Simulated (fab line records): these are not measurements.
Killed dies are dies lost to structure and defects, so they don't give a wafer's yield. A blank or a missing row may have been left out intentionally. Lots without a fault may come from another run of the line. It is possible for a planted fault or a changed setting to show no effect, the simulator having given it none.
Which tool was responsible? / flow nand-harc / 33 wafers from 11 lots sampled at 5 of the route's 1302 steps

== WHAT THE GAUGES SHOWED, per wafer ==
NHARC_END_SORT_01. Usual: killed-at-array 62, standard deviation 16; killed-at-other 0.8, standard deviation 1.1; killed-at-periphery 4, standard deviation 3.2; killed-dies 67, standard deviation 16; killed-open 3.5, standard deviation 1.9; killed-short 2.1, standard deviation 1.5.
lot=L895; measured=day 29 00:13; on=prober-02; killed-at-array=674 673 671; killed-at-other=1 2 2; killed-at-periphery=2 2 4; killed-dies=677 677 677; killed-open=4 5 3; killed-short=0 4 1; flag=OFF
lot=L896; measured=day 29 10:23; on=prober-02; killed-at-array=665 676 671; killed-at-other=0 0 0; killed-at-periphery=12 1 6; killed-dies=677 677 677; killed-open=5 4 2; killed-short=2 1 0; flag=OFF

== TOOL THAT RAN EACH LOT (tool first, then ch and the chambers of the sampled wafers, then the start) ==
lot=L883; NHARC_A_STAIRCASE_ETCH_315=rie-diel-11 ch 0,3, day 18 23:38 or earlier; NHARC_A_STAIRCASE_DESCUM_443=rie-diel-02 ch 1,3, day 18 23:38; NHARC_A_STAIRCASE_ETCHBACK_422=rie-diel-02 ch 1,2, day 19 05:26; NHARC_A_STAIRCASE_CMP_472=cmp-03 ch 0,3, day 19 06:51
lot=L884; NHARC_A_STAIRCASE_ETCH_315=rie-diel-02 ch 1,2,3, day 19 16:29 or earlier; NHARC_A_STAIRCASE_DESCUM_443=rie-diel-11 ch 0,1,3, day 19 16:29; NHARC_A_STAIRCASE_ETCHBACK_422=rie-diel-04 ch 1,2,3, day 19 22:16; NHARC_A_STAIRCASE_CMP_472=cmp-02 ch 1,2,3, day 19 23:10
lot=L885; NHARC_A_STAIRCASE_ETCH_315=rie-diel-04 ch 0,1,3, day 19 17:06 or earlier; NHARC_A_STAIRCASE_DESCUM_443=rie-diel-02 ch 1,2, day 19 17:06; NHARC_A_STAIRCASE_ETCHBACK_422=rie-diel-02 ch 2,3, day 20 02:25; NHARC_A_STAIRCASE_CMP_472=cmp-02 ch 0,1,3, day 20 03:25
lot=L888; NHARC_A_STAIRCASE_ETCH_315=rie-diel-11 ch 1,3, day 20 10:40 or earlier; NHARC_A_STAIRCASE_DESCUM_443=rie-diel-04 ch 0,1,2, day 20 10:40; NHARC_A_STAIRCASE_ETCHBACK_422=rie-diel-04 ch 0,2, day 20 16:29; NHARC_A_STAIRCASE_CMP_472=cmp-02 ch 0,2, day 20 17:31
lot=L890; NHARC_A_STAIRCASE_ETCH_315=rie-diel-02 ch 0,1,2, day 21 14:23 or earlier; NHARC_A_STAIRCASE_DESCUM_443=rie-diel-02 ch 0,1,2, day 21 14:23; NHARC_A_STAIRCASE_ETCHBACK_422=rie-diel-11 ch 0,3, day 21 20:49; NHARC_A_STAIRCASE_CMP_472=cmp-04 ch 0,3, day 21 21:45
lot=L893; NHARC_A_STAIRCASE_ETCH_315=rie-diel-11 ch 0,2, day 22 22:45 or earlier; NHARC_A_STAIRCASE_DESCUM_443=rie-diel-02 ch 2,3, day 22 22:45; NHARC_A_STAIRCASE_ETCHBACK_422=rie-diel-02 ch 2, day 23 04:32; NHARC_A_STAIRCASE_CMP_472=cmp-02 ch 2,3, day 23 05:40
lot=L895; NHARC_A_STAIRCASE_ETCH_315=rie-diel-04 ch 0,3, day 23 09:29 or earlier; NHARC_A_STAIRCASE_DESCUM_443=rie-diel-02 ch 1,2, day 23 09:29; NHARC_A_STAIRCASE_ETCHBACK_422=rie-diel-02 ch 1,3, day 23 16:12; NHARC_A_STAIRCASE_CMP_472=cmp-03 ch 0,2,3, day 23 17:17
lot=L896; NHARC_A_STAIRCASE_ETCH_315=rie-diel-11 ch 0,2, day 23 19:37 or earlier; NHARC_A_STAIRCASE_DESCUM_443=rie-diel-04 ch 1,3, day 23 19:37; NHARC_A_STAIRCASE_ETCHBACK_422=rie-diel-11 ch 0,1,3, day 24 01:29; NHARC_A_STAIRCASE_CMP_472=cmp-04 ch 1,2,3, day 24 02:27
lot=L904; NHARC_A_STAIRCASE_ETCH_315=rie-diel-11 ch 0,2,3, day 26 17:43 or earlier; NHARC_A_STAIRCASE_DESCUM_443=rie-diel-04 ch 1,2,3, day 26 17:43; NHARC_A_STAIRCASE_ETCHBACK_422=rie-diel-11 ch 0,1,3, day 26 23:42; NHARC_A_STAIRCASE_CMP_472=cmp-03 ch 0,2,3, day 27 00:42
lot=L905; NHARC_A_STAIRCASE_ETCH_315=rie-diel-04 ch 1,2, day 28 14:47 or earlier; NHARC_A_STAIRCASE_DESCUM_443=rie-diel-04 ch 1,2,3, day 28 14:47; NHARC_A_STAIRCASE_ETCHBACK_422=rie-diel-02 ch 0,1,2, day 28 20:40; NHARC_A_STAIRCASE_CMP_472=cmp-02 ch 1,2,3, day 28 21:36
lot=L906; NHARC_A_STAIRCASE_ETCH_315=rie-diel-02 ch 0,1,2, day 28 14:23 or earlier; NHARC_A_STAIRCASE_DESCUM_443=rie-diel-02 ch 2,3, day 28 14:23; NHARC_A_STAIRCASE_ETCHBACK_422=rie-diel-11 ch 0,2,3, day 28 20:16; NHARC_A_STAIRCASE_CMP_472=cmp-03 ch 2,3, day 28 21:10
- NHARC_A_STAIRCASE_ETCH_315: etches the open film in C4F8/O2/Ar, target depth 2500 nm, time 607.1 s.
- NHARC_A_STAIRCASE_DESCUM_443: chemistry O2, time 3 s.
- NHARC_A_STAIRCASE_ETCHBACK_422: etches the open film in CH3F/O2, target depth 40 nm, time 74.286 s.
- NHARC_A_STAIRCASE_CMP_472: polishes SiO2.

== WHAT THE TOOLS THEMSELVES READ (means of the sampled wafers that have a number; where no wafer has one, the mark that the record gives instead) ==
NHARC_A_STAIRCASE_ETCH_315. Usual: oes-product-au 0.932 a.u., standard deviation 0.0089; rf-vpp-V 1826 V, standard deviation 12.
lot=L883; tool=rie-diel-11; oes-product-au (a.u.)=0.926; rf-vpp-V (V)=1828; flag=
lot=L884; tool=rie-diel-02; oes-product-au (a.u.)=0.944; rf-vpp-V (V)=1832; flag=
lot=L885; tool=rie-diel-04; oes-product-au (a.u.)=0.926; rf-vpp-V (V)=1830; flag=
lot=L888; tool=rie-diel-11; oes-product-au (a.u.)=0.941; rf-vpp-V (V)=1823; flag=
lot=L890; tool=rie-diel-02; oes-product-au (a.u.)=0.924; rf-vpp-V (V)=1824; flag=
lot=L893; tool=rie-diel-11; oes-product-au (a.u.)=0.934; rf-vpp-V (V)=1822; flag=
lot=L895; tool=rie-diel-04; oes-product-au (a.u.)=0.933; rf-vpp-V (V)=1830; flag=
lot=L896; tool=rie-diel-11; oes-product-au (a.u.)=0.931; rf-vpp-V (V)=1822; flag=
lot=L904; tool=rie-diel-11; oes-product-au (a.u.)=0.935; rf-vpp-V (V)=1830; flag=
lot=L905; tool=rie-diel-04; oes-product-au (a.u.)=0.928; rf-vpp-V (V)=1830; flag=
lot=L906; tool=rie-diel-02; oes-product-au (a.u.)=0.931; rf-vpp-V (V)=1821; flag=

NHARC_A_STAIRCASE_DESCUM_443. Usual: drypump-motor-current-A 5.64 A, standard deviation 0.29; o2-flow-sccm 200.0 sccm, standard deviation 0.57; oes-product-au 1.003 a.u., standard deviation 0.0068; rf-vpp-V 57.8 V, standard deviation 0.94; showerhead-plenum-p-Torr 1.91 Torr, standard deviation 0.091; throttle-valve-pct 11.311 %, standard deviation 0.0078.
lot=L883; tool=rie-diel-02; drypump-motor-current-A (A)=5.59; o2-flow-sccm (sccm)=199.8; oes-product-au (a.u.)=1.006; rf-vpp-V (V)=57.1; showerhead-plenum-p-Torr (Torr)=2.01; throttle-valve-pct (%)=11.308; flag=
lot=L884; tool=rie-diel-11; drypump-motor-current-A (A)=5.61; o2-flow-sccm (sccm)=200.4; oes-product-au (a.u.)=1.008; rf-vpp-V (V)=57.8; showerhead-plenum-p-Torr (Torr)=1.87; throttle-valve-pct (%)=11.312; flag=
lot=L885; tool=rie-diel-02; drypump-motor-current-A (A)=5.86; o2-flow-sccm (sccm)=199.7; oes-product-au (a.u.)=1.000; rf-vpp-V (V)=57.1; showerhead-plenum-p-Torr (Torr)=1.98; throttle-valve-pct (%)=11.317; flag=
lot=L888; tool=rie-diel-04; drypump-motor-current-A (A)=5.75; o2-flow-sccm (sccm)=200.2; oes-product-au (a.u.)=0.997; rf-vpp-V (V)=57.6; showerhead-plenum-p-Torr (Torr)=1.96; throttle-valve-pct (%)=11.308; flag=
lot=L890; tool=rie-diel-02; drypump-motor-current-A (A)=5.78; o2-flow-sccm (sccm)=200.3; oes-product-au (a.u.)=0.999; rf-vpp-V (V)=57.6; showerhead-plenum-p-Torr (Torr)=1.88; throttle-valve-pct (%)=11.308; flag=
lot=L893; tool=rie-diel-02; drypump-motor-current-A (A)=5.76; o2-flow-sccm (sccm)=199.9; oes-product-au (a.u.)=1.006; rf-vpp-V (V)=57.5; showerhead-plenum-p-Torr (Torr)=1.87; throttle-valve-pct (%)=11.313; flag=
lot=L895; tool=rie-diel-02; drypump-motor-current-A (A)=5.87; o2-flow-sccm (sccm)=199.9; oes-product-au (a.u.)=0.993; rf-vpp-V (V)=57.7; showerhead-plenum-p-Torr (Torr)=1.97; throttle-valve-pct (%)=11.317; flag=
lot=L896; tool=rie-diel-04; drypump-motor-current-A (A)=5.22; o2-flow-sccm (sccm)=199.3; oes-product-au (a.u.)=1.010; rf-vpp-V (V)=56.9; showerhead-plenum-p-Torr (Torr)=1.89; throttle-valve-pct (%)=11.308; flag=
lot=L904; tool=rie-diel-04; drypump-motor-current-A (A)=5.54; o2-flow-sccm (sccm)=200.1; oes-product-au (a.u.)=1.002; rf-vpp-V (V)=57.5; showerhead-plenum-p-Torr (Torr)=1.91; throttle-valve-pct (%)=11.307; flag=
lot=L905; tool=rie-diel-04; drypump-motor-current-A (A)=5.55; o2-flow-sccm (sccm)=199.7; oes-product-au (a.u.)=1.008; rf-vpp-V (V)=56.9; showerhead-plenum-p-Torr (Torr)=1.91; throttle-valve-pct (%)=11.315; flag=
lot=L906; tool=rie-diel-02; drypump-motor-current-A (A)=5.50; o2-flow-sccm (sccm)=200.5; oes-product-au (a.u.)=0.999; rf-vpp-V (V)=58.2; showerhead-plenum-p-Torr (Torr)=1.90; throttle-valve-pct (%)=11.299; flag=

NHARC_A_STAIRCASE_ETCHBACK_422. Usual: bias-w 100.0 W, standard deviation 0.31; ch3f-flow-sccm 50.01 sccm, standard deviation 0.15; drypump-motor-current-A 5.6 A, standard deviation 0.32; o2-flow-sccm 29.98 sccm, standard deviation 0.091; oes-product-au 0.97 a.u., standard deviation 0.037; rf-vpp-V 244.4 V, standard deviation 1.6; showerhead-plenum-p-Torr 2.47 Torr, standard deviation 0.11; throttle-valve-pct 20.661 %, standard deviation 0.0093.
lot=L883; tool=rie-diel-02; bias-w (W)=100.3; ch3f-flow-sccm (sccm)=50.21; drypump-motor-current-A (A)=5.9; o2-flow-sccm (sccm)=30.07; oes-product-au (a.u.)=1.00; rf-vpp-V (V)=244.0; showerhead-plenum-p-Torr (Torr)=2.46; throttle-valve-pct (%)=20.657; flag=
lot=L884; tool=rie-diel-04; bias-w (W)=100.1; ch3f-flow-sccm (sccm)=49.98; drypump-motor-current-A (A)=5.6; o2-flow-sccm (sccm)=29.93; oes-product-au (a.u.)=0.93; rf-vpp-V (V)=244.8; showerhead-plenum-p-Torr (Torr)=2.48; throttle-valve-pct (%)=20.658; flag=
lot=L885; tool=rie-diel-02; bias-w (W)=100.1; ch3f-flow-sccm (sccm)=49.96; drypump-motor-current-A (A)=5.7; o2-flow-sccm (sccm)=29.89; oes-product-au (a.u.)=1.00; rf-vpp-V (V)=243.5; showerhead-plenum-p-Torr (Torr)=2.42; throttle-valve-pct (%)=20.654; flag=
lot=L888; tool=rie-diel-04; bias-w (W)=100.0; ch3f-flow-sccm (sccm)=50.10; drypump-motor-current-A (A)=5.9; o2-flow-sccm (sccm)=30.06; oes-product-au (a.u.)=1.00; rf-vpp-V (V)=245.1; showerhead-plenum-p-Torr (Torr)=2.51; throttle-valve-pct (%)=20.664; flag=
lot=L890; tool=rie-diel-11; bias-w (W)=100.0; ch3f-flow-sccm (sccm)=49.83; drypump-motor-current-A (A)=5.6; o2-flow-sccm (sccm)=30.05; oes-product-au (a.u.)=1.01; rf-vpp-V (V)=244.9; showerhead-plenum-p-Torr (Torr)=2.46; throttle-valve-pct (%)=20.662; flag=
lot=L893; tool=rie-diel-02; bias-w (W)=99.8; ch3f-flow-sccm (sccm)=50.05; drypump-motor-current-A (A)=6.0; o2-flow-sccm (sccm)=30.02; oes-product-au (a.u.)=1.01; rf-vpp-V (V)=243.1; showerhead-plenum-p-Torr (Torr)=2.37; throttle-valve-pct (%)=20.667; flag=
lot=L895; tool=rie-diel-02; bias-w (W)=-; ch3f-flow-sccm (sccm)=-; drypump-motor-current-A (A)=-; o2-flow-sccm (sccm)=-; oes-product-au (a.u.)=-; rf-vpp-V (V)=-; showerhead-plenum-p-Torr (Torr)=-; throttle-valve-pct (%)=-; flag=OFF
lot=L896; tool=rie-diel-11; bias-w (W)=-; ch3f-flow-sccm (sccm)=-; drypump-motor-current-A (A)=-; o2-flow-sccm (sccm)=-; oes-product-au (a.u.)=-; rf-vpp-V (V)=-; showerhead-plenum-p-Torr (Torr)=-; throttle-valve-pct (%)=-; flag=OFF
lot=L904; tool=rie-diel-11; bias-w (W)=100.3; ch3f-flow-sccm (sccm)=49.99; drypump-motor-current-A (A)=5.6; o2-flow-sccm (sccm)=30.00; oes-product-au (a.u.)=1.00; rf-vpp-V (V)=245.5; showerhead-plenum-p-Torr (Torr)=2.51; throttle-valve-pct (%)=20.661; flag=
lot=L905; tool=rie-diel-02; bias-w (W)=99.7; ch3f-flow-sccm (sccm)=50.18; drypump-motor-current-A (A)=5.8; o2-flow-sccm (sccm)=30.01; oes-product-au (a.u.)=0.93; rf-vpp-V (V)=242.8; showerhead-plenum-p-Torr (Torr)=2.40; throttle-valve-pct (%)=20.659; flag=
lot=L906; tool=rie-diel-11; bias-w (W)=100.1; ch3f-flow-sccm (sccm)=49.93; drypump-motor-current-A (A)=5.6; o2-flow-sccm (sccm)=29.95; oes-product-au (a.u.)=1.00; rf-vpp-V (V)=246.3; showerhead-plenum-p-Torr (Torr)=2.60; throttle-valve-pct (%)=20.646; flag=

NHARC_A_STAIRCASE_CMP_472. Usual: motor-current-A 11.2 A, standard deviation 1.1; retaining-ring-pressure-frac 1.000, standard deviation 0.0052.
lot=L883; tool=cmp-03; motor-current-A (A)=11.6; retaining-ring-pressure-frac=1.000; flag=
lot=L884; tool=cmp-02; motor-current-A (A)=10.5; retaining-ring-pressure-frac=0.998; flag=
lot=L885; tool=cmp-02; motor-current-A (A)=10.9; retaining-ring-pressure-frac=0.997; flag=
lot=L888; tool=cmp-02; motor-current-A (A)=11.9; retaining-ring-pressure-frac=0.996; flag=
lot=L890; tool=cmp-04; motor-current-A (A)=10.8; retaining-ring-pressure-frac=0.994; flag=
lot=L893; tool=cmp-02; motor-current-A (A)=10.9; retaining-ring-pressure-frac=1.001; flag=
lot=L895; tool=cmp-03; motor-current-A (A)=10.9; retaining-ring-pressure-frac=1.003; flag=
lot=L896; tool=cmp-04; motor-current-A (A)=10.7; retaining-ring-pressure-frac=1.001; flag=
lot=L904; tool=cmp-03; motor-current-A (A)=11.7; retaining-ring-pressure-frac=0.999; flag=
lot=L905; tool=cmp-02; motor-current-A (A)=10.0; retaining-ring-pressure-frac=1.000; flag=
lot=L906; tool=cmp-03; motor-current-A (A)=11.4; retaining-ring-pressure-frac=1.002; flag=

== THE ANSWER, worked out from the rows above alone ==
Rule: lot off if the mean of its wafers having a number is beyond 3 standard deviations from the usual mean. A lot without any number at a reading at which 4 lots or more have one is off too. The other lots that the step has rows for count as sound. The gauges are gone through in route order, then the tools' own readings, and for those a lot's mean is taken as printed above. The first step at which some lot is off is used, and at that step the reading that is off furthest; a lot without a number counts as furthest.
Off at NHARC_END_SORT_01 (killed-at-array): L895, L896. Neither off nor sound, because the step has no rows for them: L883, L884, L885, L888, L890, L893, L904, L905, L906.
A tool fits if, at a process step before that reading, it ran every lot that is off, and no sound lot after the first of them. Not tried: the gauges at NHARC_END_SORT_01; whatever is off there is also off at NHARC_A_STAIRCASE_ETCHBACK_422, on other tools, and gauge error can't account for it. NHARC_A_STAIRCASE_ETCH_315 gives no start for some lots, so the hours and the order of its lots are those of NHARC_A_STAIRCASE_DESCUM_443. Not one of the candidates tried fits.

== WHAT THE SIMULATOR HAD INSERTED ==
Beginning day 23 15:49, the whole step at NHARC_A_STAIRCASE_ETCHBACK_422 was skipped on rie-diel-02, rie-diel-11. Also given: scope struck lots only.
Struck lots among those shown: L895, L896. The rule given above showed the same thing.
